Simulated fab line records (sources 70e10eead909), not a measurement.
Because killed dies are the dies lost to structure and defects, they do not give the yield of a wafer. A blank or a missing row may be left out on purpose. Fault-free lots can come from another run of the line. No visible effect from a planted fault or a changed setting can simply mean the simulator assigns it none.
fab line records	flow nandHarc
record lots=6	wafers=18	lastDay=23
route steps=1159 shown P_BONDPAD@386 A_START@389 A_ZERO_WELL@390
lots that met no fault: from a run of the same line without faults
startH: the number of hours between the record's first day and the start of the first shown wafer of the lot	waitH: hours from the lot's prior step to this one	" as in the row above	L1.1+2: a single row standing in for several wafers	- no value present, or no start provided	* or withheld: withheld	< > ~ a bound
route shown NAME@n: a module of which the file shows steps, and the number in the route of the first	usual: mean and standard deviation over wafers with no fault	same: alike in all rows	chamber/n: place in a boat	sites: each site's reading	_std_site: standard deviation across them	_edge_site: inner sites' mean taken away from outer sites' mean	radiusMm: how far each site lies from the wafer's centre	mask NAME#n: copy n	behind: the most recent tool/chamber to have shaped the wafer	hold: cause of the lot's hold/its duration in hours/its outcome	device: the transistor (n, p or np) that didn't switch	end of line: tests of these same wafers at the route's end	a step with no rows: only its recipe	killed: the dies lost at the first sort to structure and to defects; this is not the yield of the wafer	map: a wafer's dies, x killed, . not, _ none there
set.NAME: the setting the step ran with; set.NAME@STEP: the setting that earlier step ran with	model.NAME: the simulator's own value behind a step, which no gauge read
a table for each step, a row for each wafer; lots at some steps of the route
services: a tool's chamber out of use, with start hour (startH, from the record's first day; less than 0 if before it), hours out, and reason
## steps
# step NHARC_P_BONDPAD_ACTIVATE_29
# recipe timeS=60	n2FlowSccm=200	arFlowSccm=0	biasPowerW=0	chemistry=N2
# usual drypumpMotorCurrentA=5.46/0.28	oesProductAu=0.998/0.0093	rfVppV=64.0/0.97	showerheadPlenumPTorr=1.75/0.075
lot.wafer	tool	chamber	startH	waitH	drypumpMotorCurrentA	oesProductAu	rfHoursCounterH	rfVppV	showerheadPlenumPTorr
L819.3	rieDiel-02	2	159.73	0.1	5.29	1.000	0	64.6	1.75
L819.5	"	2	"	"	5.28	0.997	-	64.6	1.75
L819.6	"	3	"	"	5.54	1.014	-	62.8	1.64
L820.4	rieDiel-02	3	163.60	0.1	5.54	1.003	0	63.1	1.64
L820.3	"	0	"	"	5.63	0.986	0	65.3	1.84
L820.5	"	3	"	"	5.55	1.011	-	64.9	1.64
L823.4	rieDiel-02	3	189.08	0.1	5.54	1.001	3	63.3	1.64
L823.1	"	1	"	"	4.97	0.994	3	64.5	1.76
L823.5	"	0	"	"	5.63	0.981	-	65.7	1.84
L825.4	rieDiel-02	0	193.99	0.1	5.60	0.998	3	65.3	1.84
L825.3	"	2	"	"	5.25	0.995	3	62.8	1.75
L825.6	"	3	"	"	5.56	1.008	-	63.5	1.64
L828.2	rieDiel-02	0	223.34	0.1	5.64	0.995	6	66.1	1.84
L828.5	"	3	"	"	5.53	1.012	-	62.4	1.64
L828.6	"	0	"	"	5.64	0.986	-	64.5	1.84
L833.3	rieDiel-02	1	241.47	0.1	4.95	1.004	7	63.8	1.75
L833.1	"	2	"	"	5.26	1.002	7	63.1	1.74
L833.2	"	3	"	"	5.54	1.011	7	64.1	1.64
# step NHARC_P_BONDPAD_PRECLEAN_30
# recipe timeS=300	tempC=23	chemistry=DIW
# step NHARC_P_BONDPAD_SRD_31
# recipe timeS=30	tempC=23	dryTimeS=20	spinRpm=1500
# step NHARC_A_START_INSPECT_01
# usual rawDefectCount=3.4/1.7
lot.wafer	tool	chamber	startH	waitH	rawDefectCount
L819.3	defectInspect-01	-	160.14	-	4
L819.5	"	-	"	"	2
L819.6	"	-	"	"	4
L820.3	defectInspect-01	-	164.00	-	3
L820.4	"	-	"	"	3
L820.5	"	-	"	"	1
L823.1	defectInspect-02	-	189.48	-	4
L823.4	"	-	"	"	7
L823.5	"	-	"	"	7
L825.3	defectInspect-01	-	194.38	-	3
L825.4	"	-	"	"	4
L825.6	"	-	"	"	3
L828.2	defectInspect-01	-	223.75	-	4
L828.5	"	-	"	"	1
L828.6	"	-	"	"	4
L833.1	defectInspect-02	-	241.88	-	4
L833.2	"	-	"	"	0
L833.3	"	-	"	"	6
# step NHARC_A_ZERO_WELL_PRECLEAN_00
# recipe timeS=600	tempC=120	chemistry=SPM
# step NHARC_A_ZERO_WELL_SRD_01
# step NHARC_A_ZERO_WELL_DEHYDRATE_02
# recipe tempC=150	timeS=120
# step NHARC_A_ZERO_WELL_HMDS_03
# recipe timeS=30
# step NHARC_A_ZERO_WELL_COAT_18
# recipe tempC=200	timeS=65
# step NHARC_A_ZERO_WELL_COAT_04
# recipe spinRpm=2000	resistThkNm=600
# step NHARC_A_ZERO_WELL_SOFTBAKE_05
# recipe tempC=125	timeS=70
# step NHARC_A_ZERO_WELL_EBR_06
# step NHARC_A_ZERO_WELL_EXPOSE_07
# recipe na=0.55	doseMj=33.85	maskId=A_ZERO
# usual exposureDoseMJCm2=33.84/0.032	focusOffsetNm=0.0/0.47
lot.wafer	tool	chamber	startH	waitH	mask	exposureDoseMJCm2	focusOffsetNm
L819.3	krfScanner-01	0	160.71	-	A_ZERO#0	33.86	-0.2
L819.5	"	0	"	"	A_ZERO#0	33.86	0.5
L819.6	"	0	"	"	A_ZERO#0	33.83	0.2
L820.3	krfScanner-01	0	164.59	-	A_ZERO#0	33.85	-0.1
L820.4	"	0	"	"	A_ZERO#0	33.86	-0.3
L820.5	"	0	"	"	A_ZERO#0	33.84	1.3
L823.1	krfScanner-01	-	190.17	-	A_ZERO#0	-	-
L823.4	"	-	"	"	A_ZERO#0	-	-
L823.5	"	-	"	"	A_ZERO#0	-	-
L825.3	krfScanner-02	-	195.08	-	A_ZERO#0	-	-
L825.4	"	-	"	"	A_ZERO#0	-	-
L825.6	"	-	"	"	A_ZERO#0	-	-
L828.2	krfScanner-01	0	224.45	-	A_ZERO#0	33.82	-0.4
L828.5	"	0	"	"	A_ZERO#0	33.85	-0.8
L828.6	"	0	"	"	A_ZERO#0	33.82	-0.3
L833.1	krfScanner-04	0	242.52	-	A_ZERO#0	33.86	0.1
L833.2	"	0	"	"	A_ZERO#0	33.88	-0.1
L833.3	"	0	"	"	A_ZERO#0	33.82	-0.9
# step NHARC_A_ZERO_WELL_PEB_08
# recipe pebTempC=128	pebTimeS=80
## services
tool	chamber	startH	hours	kind
krfScanner-04	-	144.19	1.7	repair
rieDiel-02	-	150.73	9.0	pm
rieDiel-02	0	150.73	9.0	ventCycle
rieDiel-02	1	150.73	9.0	ventCycle
rieDiel-02	2	150.73	9.0	ventCycle
rieDiel-02	3	150.73	9.0	ventCycle
rieDiel-02	0	159.73	-	clean
rieDiel-02	1	159.73	-	clean
rieDiel-02	2	159.73	-	clean
rieDiel-02	3	159.73	-	clean
rieDiel-02	0	184.23	-	clean
rieDiel-02	1	184.23	-	clean
rieDiel-02	2	184.23	-	clean
rieDiel-02	3	184.23	-	clean
krfScanner-01	-	205.39	2.0	repair
rieDiel-02	0	208.84	-	clean
rieDiel-02	1	208.84	-	clean
rieDiel-02	2	208.84	-	clean
rieDiel-02	3	208.84	-	clean
krfScanner-02	-	210.00	4.0	pm
rieDiel-02	2	221.94	4.6	repair
rieDiel-02	0	233.34	-	clean
rieDiel-02	1	233.34	-	clean
rieDiel-02	2	233.34	-	clean
## key
firstSign step=NHARC_A_ZERO_WELL_EXPOSE_07	reading=toolRecord	direction=missing
effect none on later readings
metAt NHARC_A_ZERO_WELL_EXPOSE_07
struckWafers L823.1,L823.4,L823.5,L825.3,L825.4,L825.6
laterRowsLeftOut L823.1,L823.4,L823.5,L825.3,L825.4,L825.6
sortLeftOut L823.1,L823.4,L823.5,L825.3,L825.4,L825.6
testerLeftOut L823,L825
onsetBetween 164.59 190.17
fault kind=skippedStepWhole	tool=krfScanner-01,krfScanner-02	chamber=-	onsetH=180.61	steps=NHARC_A_ZERO_WELL_EXPOSE_07	scope=struckLotsOnly
# testerLeftOut: of these lots the tester's yield and bins aren't shown, on N5 and GAA mostly nor the transistor test; their killed dies are dies lost to structure and defects alone, not to doping, threshold or leakage, so they don't give the yield
# sortLeftOut: the simulated sort isn't trusted on such a fault, so these wafers' sort isn't shown, and their yield isn't known
# laterRowsLeftOut: the simulator's readings of these wafers behind a module that went badly wrong aren't trusted and aren't shown, but for the sort
